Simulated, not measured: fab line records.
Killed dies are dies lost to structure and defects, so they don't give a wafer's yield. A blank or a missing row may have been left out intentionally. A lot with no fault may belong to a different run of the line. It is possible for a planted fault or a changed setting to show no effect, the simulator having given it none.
Which tool did it? :: flow n5-finfet :: 72 wafers from 24 lots sampled at 3 of the route's 1938 steps

## WHAT THE GAUGES SHOWED, per wafer
N5_BEOL_M5_CD_MEAS_28: target cd 30.6 nm, target cd y 20 nm. Usual: cd-nm reads 30.60 nm (standard deviation 0.26).
lot: L074
measured: day 8 15:13
on: cd-sem-01
cd-nm (nm): 30.18 30.48 30.19
flag: 

lot: L075
measured: day 8 23:05
on: cd-sem-01
cd-nm (nm): 30.59 30.12 30.51
flag: 

lot: L077
measured: day 8 23:16
on: cd-sem-03
cd-nm (nm): 30.48 30.63 30.68
flag: 

lot: L076
measured: day 8 22:55
on: cd-sem-01
cd-nm (nm): 30.85 30.72 30.28
flag: 

lot: L078
measured: day 10 00:06
on: cd-sem-03
cd-nm (nm): 30.69 30.70 30.56
flag: 

lot: L079
measured: day 10 02:58
on: cd-sem-01
cd-nm (nm): 30.70 30.70 30.92
flag: 

lot: L080
measured: day 10 09:01
on: cd-sem-03
cd-nm (nm): 30.26 30.56 30.45
flag: 

lot: L081
measured: day 10 12:36
on: cd-sem-02
cd-nm (nm): 30.66 30.98 30.60
flag: 

lot: L082
measured: day 10 16:16
on: cd-sem-01
cd-nm (nm): 30.78 30.72 30.66
flag: 

lot: L085
measured: day 11 03:23
on: cd-sem-03
cd-nm (nm): 30.23 30.91 30.55
flag: 

lot: L083
measured: day 11 05:31
on: cd-sem-02
cd-nm (nm): 30.78 30.60 30.43
flag: 

lot: L084
measured: day 11 11:44
on: cd-sem-01
cd-nm (nm): 31.09 30.58 30.67
flag: 

lot: L087
measured: day 11 11:55
on: cd-sem-03
cd-nm (nm): 30.57 30.50 30.50
flag: 

lot: L086
measured: day 11 17:28
on: cd-sem-03
cd-nm (nm): 30.71 30.75 30.57
flag: 

lot: L088
measured: day 11 22:01
on: cd-sem-03
cd-nm (nm): 31.02 30.99 30.74
flag: 

lot: L089
measured: day 12 05:01
on: cd-sem-01
cd-nm (nm): 30.20 30.88 30.40
flag: 

lot: L090
measured: day 12 20:08
on: cd-sem-01
cd-nm (nm): 30.59 30.66 30.72
flag: 

lot: L092
measured: day 13 04:37
on: cd-sem-01
cd-nm (nm): 30.45 30.44 30.58
flag: 

lot: L091
measured: day 13 04:26
on: cd-sem-01
cd-nm (nm): 31.13 30.38 30.19
flag: 

lot: L093
measured: day 13 10:35
on: cd-sem-03
cd-nm (nm): 30.59 30.58 30.40
flag: 

lot: L094
measured: day 13 20:45
on: cd-sem-01
cd-nm (nm): 30.59 30.85 30.43
flag: 

lot: L097
measured: day 14 03:35
on: cd-sem-03
cd-nm (nm): 30.43 30.78 30.51
flag: 

lot: L095
measured: day 14 05:53
on: cd-sem-02
cd-nm (nm): 30.73 30.15 30.51
flag: 

lot: L096
measured: day 14 05:43
on: cd-sem-02
cd-nm (nm): 30.72 30.99 30.72
flag: 

N5_BEOL_M5_INSPECT_30: inspects for defects (brightfield). Usual: raw-defect-count reads 408 (standard deviation 95).
lot: L074
measured: day 8 15:17
on: defect-inspect-01
raw-defect-count: 367 338 403
flag: 

lot: L075
measured: day 8 23:11
on: defect-inspect-02
raw-defect-count: 614 409 339
flag: 

lot: L077
measured: day 8 23:21
on: defect-inspect-01
raw-defect-count: 458 390 422
flag: 

lot: L076
measured: day 8 23:00
on: defect-inspect-02
raw-defect-count: 508 451 330
flag: 

lot: L078
measured: day 10 00:11
on: defect-inspect-01
raw-defect-count: 532 432 402
flag: 

lot: L079
measured: day 10 03:03
on: defect-inspect-01
raw-defect-count: 621 601 497
flag: 

lot: L080
measured: day 10 09:07
on: defect-inspect-01
raw-defect-count: 339 323 722
flag: 

lot: L081
measured: day 10 12:41
on: defect-inspect-02
raw-defect-count: 349 363 484
flag: 

lot: L082
measured: day 10 16:22
on: defect-inspect-01
raw-defect-count: 406 435 380
flag: 

lot: L085
measured: day 11 03:28
on: defect-inspect-01
raw-defect-count: 555 486 365
flag: 

lot: L083
measured: day 11 05:37
on: defect-inspect-02
raw-defect-count: 427 512 445
flag: 

lot: L084
measured: day 11 11:50
on: defect-inspect-01
raw-defect-count: 375 470 359
flag: 

lot: L087
measured: day 11 12:00
on: defect-inspect-02
raw-defect-count: 645 452 361
flag: 

lot: L086
measured: day 11 17:33
on: defect-inspect-01
raw-defect-count: 413 363 438
flag: 

lot: L088
measured: day 11 22:07
on: defect-inspect-02
raw-defect-count: 480 359 438
flag: 

lot: L089
measured: day 12 05:07
on: defect-inspect-02
raw-defect-count: 334 311 290
flag: 

lot: L090
measured: day 12 20:13
on: defect-inspect-02
raw-defect-count: 413 543 337
flag: 

lot: L092
measured: day 13 04:43
on: defect-inspect-01
raw-defect-count: 404 362 366
flag: 

lot: L091
measured: day 13 04:32
on: defect-inspect-02
raw-defect-count: 415 461 540
flag: 

lot: L093
measured: day 13 10:40
on: defect-inspect-02
raw-defect-count: 455 409 435
flag: 

lot: L094
measured: day 13 20:50
on: defect-inspect-01
raw-defect-count: 341 304 307
flag: 

lot: L097
measured: day 14 03:41
on: defect-inspect-02
raw-defect-count: 309 292 248
flag: 

lot: L095
measured: day 14 05:59
on: defect-inspect-01
raw-defect-count: 462 264 302
flag: 

lot: L096
measured: day 14 05:49
on: defect-inspect-01
raw-defect-count: 348 357 337
flag: 

## TOOL THAT RAN EACH LOT (tool first, then ch and the chambers of the sampled wafers, then the start)
lot: L074
N5_BEOL_M4_SPUTTER_94: pvd-sputter-01, day 8 10:34

lot: L075
N5_BEOL_M4_SPUTTER_94: pvd-sputter-02, day 8 15:26

lot: L077
N5_BEOL_M4_SPUTTER_94: pvd-sputter-01, day 8 17:31

lot: L076
N5_BEOL_M4_SPUTTER_94: pvd-sputter-02, day 8 17:38

lot: L078
N5_BEOL_M4_SPUTTER_94: pvd-sputter-03, day 9 16:22

lot: L079
N5_BEOL_M4_SPUTTER_94: pvd-sputter-02, day 9 20:59

lot: L080
N5_BEOL_M4_SPUTTER_94: pvd-sputter-03, day 10 03:18

lot: L081
N5_BEOL_M4_SPUTTER_94: pvd-sputter-02, day 10 06:15

lot: L082
N5_BEOL_M4_SPUTTER_94: pvd-sputter-02, day 10 10:25

lot: L085
N5_BEOL_M4_SPUTTER_94: pvd-sputter-03, day 10 20:36

lot: L083
N5_BEOL_M4_SPUTTER_94: pvd-sputter-01, day 10 23:38

lot: L084
N5_BEOL_M4_SPUTTER_94: pvd-sputter-03, day 11 03:13

lot: L087
N5_BEOL_M4_SPUTTER_94: pvd-sputter-03, day 11 05:03

lot: L086
N5_BEOL_M4_SPUTTER_94: pvd-sputter-01, day 11 08:20

lot: L088
N5_BEOL_M4_SPUTTER_94: pvd-sputter-02, day 11 15:15

lot: L089
N5_BEOL_M4_SPUTTER_94: pvd-sputter-02, day 11 22:35

lot: L090
N5_BEOL_M4_SPUTTER_94: pvd-sputter-03, day 12 14:11

lot: L092
N5_BEOL_M4_SPUTTER_94: pvd-sputter-01, day 12 18:37

lot: L091
N5_BEOL_M4_SPUTTER_94: pvd-sputter-03, day 12 19:51

lot: L093
N5_BEOL_M4_SPUTTER_94: pvd-sputter-03, day 12 22:44

lot: L094
N5_BEOL_M4_SPUTTER_94: pvd-sputter-02, day 13 14:39

lot: L097
N5_BEOL_M4_SPUTTER_94: pvd-sputter-02, day 13 22:02

lot: L095
N5_BEOL_M4_SPUTTER_94: pvd-sputter-03, day 13 22:16

lot: L096
N5_BEOL_M4_SPUTTER_94: pvd-sputter-01, day 14 00:28
- N5_BEOL_M4_SPUTTER_94: material Cu, target thk 4.5 nm, time 8.29 s.

## AS READ BY THE TOOLS THEMSELVES (means over the sampled wafers that have a number; for cases with no such wafer, the mark the record gives instead)
N5_BEOL_M4_SPUTTER_94. Usual: throttle-valve-pct reads 29.7 % (standard deviation 1.2).
lot: L074
tool: pvd-sputter-01
throttle-valve-pct (%): 28.8
flag: 

lot: L075
tool: pvd-sputter-02
throttle-valve-pct (%): 30.4
flag: 

lot: L077
tool: pvd-sputter-01
throttle-valve-pct (%): 29.7
flag: 

lot: L076
tool: pvd-sputter-02
throttle-valve-pct (%): 29.3
flag: 

lot: L078
tool: pvd-sputter-03
throttle-valve-pct (%): 29.7
flag: 

lot: L079
tool: pvd-sputter-02
throttle-valve-pct (%): 29.9
flag: 

lot: L080
tool: pvd-sputter-03
throttle-valve-pct (%): 28.8
flag: 

lot: L081
tool: pvd-sputter-02
throttle-valve-pct (%): 29.3
flag: 

lot: L082
tool: pvd-sputter-02
throttle-valve-pct (%): 29.6
flag: 

lot: L085
tool: pvd-sputter-03
throttle-valve-pct (%): 28.8
flag: 

lot: L083
tool: pvd-sputter-01
throttle-valve-pct (%): 29.1
flag: 

lot: L084
tool: pvd-sputter-03
throttle-valve-pct (%): 30.7
flag: 

lot: L087
tool: pvd-sputter-03
throttle-valve-pct (%): 29.7
flag: 

lot: L086
tool: pvd-sputter-01
throttle-valve-pct (%): 28.8
flag: 

lot: L088
tool: pvd-sputter-02
throttle-valve-pct (%): 30.8
flag: 

lot: L089
tool: pvd-sputter-02
throttle-valve-pct (%): 30.4
flag: 

lot: L090
tool: pvd-sputter-03
throttle-valve-pct (%): 29.8
flag: 

lot: L092
tool: pvd-sputter-01
throttle-valve-pct (%): 28.9
flag: 

lot: L091
tool: pvd-sputter-03
throttle-valve-pct (%): 29.6
flag: 

lot: L093
tool: pvd-sputter-03
throttle-valve-pct (%): 29.7
flag: 

lot: L094
tool: pvd-sputter-02
throttle-valve-pct (%): 30.2
flag: 

lot: L097
tool: pvd-sputter-02
throttle-valve-pct (%): 30.4
flag: 

lot: L095
tool: pvd-sputter-03
throttle-valve-pct (%): 29.7
flag: 

lot: L096
tool: pvd-sputter-01
throttle-valve-pct (%): 29.6
flag: 

## THE ANSWER, worked out from the rows above alone
Rule: a lot counts as off when the mean over its wafers that have a number is more than 3 standard deviations away from the usual mean. A lot without any number at a reading at which 4 lots or more have one is off too. Any other lot the step has rows for is counted as sound. Order of review: gauges by route order, followed by the tools' own readings, for which a lot's mean as printed above is used. At the first step where some lot is off, the reading lying furthest off is the one used; lots without a number count as furthest.
No lot is off at any reading shown: from this, nothing can be told.

## WHAT HAD BEEN PUT IN BY THE SIMULATOR
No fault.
